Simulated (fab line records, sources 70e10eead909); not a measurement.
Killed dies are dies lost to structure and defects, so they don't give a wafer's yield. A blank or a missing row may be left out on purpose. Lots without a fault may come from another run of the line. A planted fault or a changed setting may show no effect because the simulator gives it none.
A struck lot beside a sound one | flow nand_harc | 15 steps out of a route of 1159
Sound: wafers L891.2, L891.4, L891.5. Struck: wafer L909.6. (L909.5 of the same lot was not struck and is left out.) The cause comes at the end.
At each step with rows: each side's tool, then ch and its chambers, then its first start. Under that, the readings that differ: sound wafers | struck wafers | difference of the means | sigmas: that difference in standard deviations of wafers without a fault.
alike: readings whose means differ by less than 2 such deviations, and words and numbers that are the same on both sides. not compared: withheld readings, readings that some wafer has no value for, bounds like >300 that may hide the same value, and numbers for which the record gives no deviation and whose values overlap.
The two part at a step that has a row with sigmas, a row that says differs or no value, or rows on one side only. Numbers that don't overlap but have no deviation are shown without sigmas and don't part them. A reading that every wafer of one side lacks parts them only if that side has two wafers or more.

first, 1 step without rows for these wafers: NHARC_A_ONON_D1_DEP_09 (target thk 1000 nm).
NHARC_A_ONON_D1_THK_MEAS_11: measures by ellipsometry.
  sound on film_metro-01, day 7 01:57; struck on film_metro-01, day 11 20:50
  alike: thk_nm
then, 1 step without rows for these wafers: NHARC_A_ONON_D1_DEP_12 (target thk 1000 nm).
NHARC_A_ONON_D1_THK_MEAS_14: measures by ellipsometry.
  sound on film_metro-01, day 7 02:31; struck on film_metro-01, day 11 21:24
  reading     | sound       | struck | difference | sigmas
  thk_nm (nm) | 990 988 987 | 1005   | +17        | +2
then, 2 steps without rows for these wafers: NHARC_A_ONON_D1_ANNEAL_15 (time 3600 s); NHARC_A_ONON_D1_DEP_16 (target thk 1000 nm).
NHARC_A_ONON_D1_THK_MEAS_18: measures by ellipsometry.
  sound on film_metro-01, day 7 09:40; struck on film_metro-01, day 12 04:22
  reading     | sound       | struck | difference | sigmas
  thk_nm (nm) | 989 990 991 | 1011   | +21        | +2
then, 1 step without rows for these wafers: NHARC_A_ONON_D1_DEP_19 (target thk 1000 nm).
NHARC_A_ONON_D1_THK_MEAS_21: measures by ellipsometry.
  sound on film_metro-02, day 7 10:21; struck on film_metro-02, day 12 04:56
  alike: thk_nm
then, 1 step without rows for these wafers: NHARC_A_ONON_D1_DEP_22 (target thk 1000 nm).
NHARC_A_ONON_D1_THK_MEAS_24: measures by ellipsometry.
  sound on film_metro-01, day 7 10:55; struck on film_metro-02, day 12 05:30
  alike: thk_nm
NHARC_A_ONON_D1_DEP_25: target thk 1000 nm.
  sound on pecvd_onon-04 ch 0, day 7 11:03; struck on pecvd_onon-01 ch 0, day 12 05:47
  alike: susceptor_temp_C
NHARC_A_ONON_D1_THK_MEAS_27: measures by ellipsometry.
  sound on film_metro-02, day 7 11:29; struck on film_metro-01, day 12 06:04
  reading     | sound          | struck | difference | sigmas
  thk_nm (nm) | 1014 1011 1013 | 1388   | +375       | +52
then, 1 step without rows for these wafers: NHARC_A_ONON_D1_DEP_28 (target thk 1000 nm).
-- the record jumps here: 12 days lie between the struck wafers' starts before and after (it left off in module A_ONON_D1 and takes up again in module END, whose first step shown is number 1159 of the route) --
NHARC_END_SORT_01:
  the record has rows for the struck wafers here (prober-01 ch 0, day 24 02:50) and none for the sound ones

WHERE THEY PART
First at NHARC_A_ONON_D1_THK_MEAS_14; last, within this record, at NHARC_END_SORT_01.

WHY: what the simulator had put in
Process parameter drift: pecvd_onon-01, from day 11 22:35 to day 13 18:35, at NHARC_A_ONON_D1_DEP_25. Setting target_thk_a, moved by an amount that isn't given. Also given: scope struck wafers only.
